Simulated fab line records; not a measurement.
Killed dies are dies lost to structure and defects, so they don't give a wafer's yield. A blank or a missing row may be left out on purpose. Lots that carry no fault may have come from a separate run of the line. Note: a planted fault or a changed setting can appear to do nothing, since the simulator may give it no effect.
Matching of chambers    flow n5Finfet    N5_BEOL_M15_CMP_49 on cmp-03 has 4 sister chambers
The step polishes, stops on SiO2, t overpolish 4.9 s, target thk 850 nm. 30 wafers are shown with their chamber, then 12 later ones without.

## WAFERS WITH THEIR CHAMBER
wafer   chamber  motorCurrentA (A)  barrierFieldEndpointS (s)  overpolishRunS (s)
L075.1  0        8.3                11.12                      4.902
L075.3  2        8.6                11.34                      4.910
L075.5  3        7.9                11.44                      4.903
L075.2  1        7.9                11.81                      4.890
L075.4  3        7.7                11.09                      4.898
L075.6  2        8.5                11.71                      4.912
L074.1  0        8.2                10.84                      4.903
L074.4  1        7.5                11.12                      4.900
L074.6  2        8.4                11.38                      4.915
L077.4  3        7.5                11.74                      4.887
L077.5  2        8.2                11.62                      4.904
L077.6  3        7.6                11.72                      4.918
L079.2  0        8.4                11.45                      4.901
L079.5  1        7.8                11.51                      4.901
L079.6  2        8.2                11.84                      4.909
L081.3  3        7.7                11.68                      4.895
L081.5  0        8.2                11.55                      4.907
L081.6  1        7.7                11.83                      4.912
L080.1  2        8.5                11.33                      4.891
L080.2  0        8.4                10.94                      4.885
L080.4  3        7.7                11.15                      4.908
L085.2  3        7.9                11.35                      4.905
L085.4  2        7.7                11.33                      4.890
L085.5  0        8.0                10.97                      4.898
L089.1  1        8.0                11.57                      4.903
L089.3  0        8.0                11.26                      4.885
L089.6  1        8.2                11.76                      4.885
L088.1  1        8.1                11.51                      4.898
L088.3  0        8.8                11.52                      4.913
L088.4  2        8.5                11.33                      4.895

SIGNATURES (averages over the wafers above)
reading                chamber 0  chamber 1  chamber 2  chamber 3  scatter within a chamber
motorCurrentA          8.287      7.886      8.325      7.714      0.243
barrierFieldEndpointS  11.2063    11.5871    11.4850    11.4529    0.252
overpolishRunS         4.89925    4.89843    4.90325    4.90200    0.00966
Rule: a wafer lies at a distance from a chamber equal to the root of the sum of squares, over the readings, of (its reading less the chamber's mean, divided by the reading's scatter). The wafer belongs to the nearest chamber; if the next one is less than 2 further off, it can't be placed. How the scatter is found: for the shown wafers, subtract from each reading the mean of its chamber, square and add these, divide the total by (wafers less chambers), then take the root.

## WAFERS WITH NO CHAMBER GIVEN
wafer   motorCurrentA (A)  barrierFieldEndpointS (s)  overpolishRunS (s)
L087.2  8.1                11.87                      4.887
L087.4  8.0                11.76                      4.882
L087.6  7.2                11.59                      4.897
L090.1  8.7                10.99                      4.904
L090.2  8.3                11.08                      4.898
L090.4  8.3                11.12                      4.913
L092.2  7.7                11.23                      4.893
L092.3  8.5                11.46                      4.889
L092.5  8.1                11.26                      4.905
L097.1  7.5                11.27                      4.897
L097.3  7.8                11.14                      4.890
L097.5  8.2                11.41                      4.903

## THE CHAMBER EACH PASSED THROUGH
wafer   from the rows above                in truth
L087.2  can't be placed: 1 or 2 or 3 or 0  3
L087.4  can't be placed: 1 or 3 or 2 or 0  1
L087.6  can't be placed: 3 or 1            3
L090.1  can't be placed: 0 or 2            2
L090.2  can't be placed: 0 or 2            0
L090.4  can't be placed: 0 or 2 or 1 or 3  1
L092.2  can't be placed: 3 or 1 or 0 or 2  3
L092.3  can't be placed: 2 or 0 or 1 or 3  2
L092.5  can't be placed: 0 or 2 or 1 or 3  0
L097.1  can't be placed: 3 or 1            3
L097.3  can't be placed: 3 or 1 or 0 or 2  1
L097.5  can't be placed: 2 or 0 or 1 or 3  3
Correctly placed: 0 of 12. These rows do not allow placing 12 (true chamber among the candidates in 12). Number placed wrongly: 0.
